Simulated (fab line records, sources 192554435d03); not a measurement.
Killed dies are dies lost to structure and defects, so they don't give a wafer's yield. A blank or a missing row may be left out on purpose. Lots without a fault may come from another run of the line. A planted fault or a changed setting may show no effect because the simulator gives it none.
Split-lot experiment | flow n5_finfet | 7 lots, 21 wafers read, on a route of 1938 steps

THE SPLIT
At N5_BEOL_M1_TRENCH_ETCH_37 (etches SiOC in C4F6/O2, target depth 55.207 nm, time 29 s), the setting time_s was moved away from the recipe's 29 s on 8 of the 21 wafers read, by -21.1% to +14.8%. The other wafers ran this setting at the recipe's value.

FROM THE SPLIT TO THE READING: what the file shows between them, 2 steps
- N5_BEOL_M1_ETCH_41: etches SiCN in CH3F/O2, target depth 31.9 nm, time 57.8 s
- N5_BEOL_M1_STRIP_97: strips in N2/H2, time 10 s

THE READING
trench_depth_nm, in nm, at N5_BEOL_M1_OCD_MEAS_38. Fault-free wafers of this fab line usually give 55.2 nm, standard deviation 0.69 nm.

wafer  | tool, chamber at the split | time_s as run, s | against the recipe | trench_depth_nm, nm | against lot-mates on the recipe
L074.1 | rie_diel-03, 3             | 29               | recipe             | 54.8                | -
L074.3 | rie_diel-03, 0             | 25.25            | -12.9%             | 48.4                | -6.4
L074.5 | rie_diel-03, 3             | 25.25            | -12.9%             | 47.6                | -7.2
L075.1 | rie_diel-06, 2             | 29               | recipe             | 56.0                | -
L075.3 | rie_diel-06, 3             | 29               | recipe             | 54.2                | -
L075.6 | rie_diel-06, 0             | 29               | recipe             | 54.7                | -
L076.3 | rie_diel-06, 0             | 29               | recipe             | 54.9                | -
L076.5 | rie_diel-06, 1             | 26.38            | -9.0%              | 49.7                | -5.1
L076.6 | rie_diel-06, 0             | 29               | recipe             | 54.8                | -
L079.1 | rie_diel-06, 2             | 33.28            | +14.8%             | 64.0                | +8.7
L079.5 | rie_diel-06, 0             | 33.28            | +14.8%             | 62.5                | +7.2
L079.6 | rie_diel-06, 1             | 29               | recipe             | 55.3                | -
L091.1 | rie_diel-06, 0             | 22.87            | -21.1%             | 42.3                | -13.2
L091.3 | rie_diel-06, 3             | 22.87            | -21.1%             | 43.9                | -11.6
L091.5 | rie_diel-06, 3             | 29               | recipe             | 55.5                | -
L089.2 | rie_diel-03, 2             | 29               | recipe             | 55.1                | -
L089.4 | rie_diel-03, 0             | 29               | recipe             | 56.1                | -
L089.5 | rie_diel-03, 3             | 29               | recipe             | 54.5                | -
L096.2 | rie_diel-04, 2             | 29               | recipe             | 55.6                | -
L096.3 | rie_diel-04, 3             | 25.05            | -13.6%             | 48.4                | -6.9
L096.5 | rie_diel-04, 2             | 29               | recipe             | 54.9                | -

THE FIT
A straight line over all 21 wafers: trench_depth_nm changes by +0.555 nm for each +1% of time_s; r = +0.99; the points scatter about the line by 0.63 nm.
The same after taking each lot's own level away (the mean of its wafers on the recipe; 21 wafers): +0.556 nm for each +1%; r = +0.99; scatter 0.64 nm.
On that fit, the largest move of time_s shifts the reading by 12 nm.
The lots' own levels span 54.80 to 55.50 nm, that is 1.0 times the standard deviation above.
So the lot-to-lot level changes the slope little: the two slopes agree.
Check: with one of the wafers moved furthest among these (-21.1%) left out of the fit, the line predicts -11.3 nm for it against its lot-mates. It came out at -13.2 nm against them.

OTHER SPLITS ON THESE WAFERS
These wafers also went through other splits before the reading. Each is held against what the fit with the lots' levels taken away leaves over:
other split on the same wafers        | wafers away from the commonest value | r with trench_depth_nm (lot level and that fit taken away)
N5_MOL_CONTACT_COAG_ALD_27 ald_cycles | 6                                    | +0.17
N5_MOL_CONTACT_COAG_COAT_75 spin_rpm  | 7                                    | +0.08
N5_MOL_CONTACT_COAG_ETCH_47 source_w  | 7                                    | +0.01
N5_MOL_CONTACT_COAG_EXPOSE_37 dose_mj | 6                                    | -0.19
N5_BEOL_M0_SAQP_PECVD_96 time_s       | 5                                    | -0.14
N5_BEOL_M0_SAQP_HM_DEP_111 time_s     | 11                                   | +0.27

THE WHOLE CHAIN: every reading that the file lists as answering this split, in the file's order
step                      | what it does                                              | reading                                                                   | change (the file's fit)               | r (the file's)
N5_BEOL_M1_TRENCH_ETCH_37 | etches SiOC in C4F6/O2, target depth 55.207 nm, time 29 s | etch.depth_nm (the simulator's own value, which no gauge read)            | +0.547 nm for each +1% of the setting | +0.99
N5_BEOL_M1_TRENCH_ETCH_37 | etches SiOC in C4F6/O2, target depth 55.207 nm, time 29 s | BEOL_M1.feature_depth_nm (the simulator's own value, which no gauge read) | +0.549 nm for each +1% of the setting | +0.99
N5_BEOL_M1_OCD_MEAS_38    |                                                           | trench_depth_nm                                                           | +0.554 nm for each +1% of the setting | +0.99

THE FILE'S OWN FIT
trench_depth_nm changes by +0.554 nm for each +1% of time_s, r = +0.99.
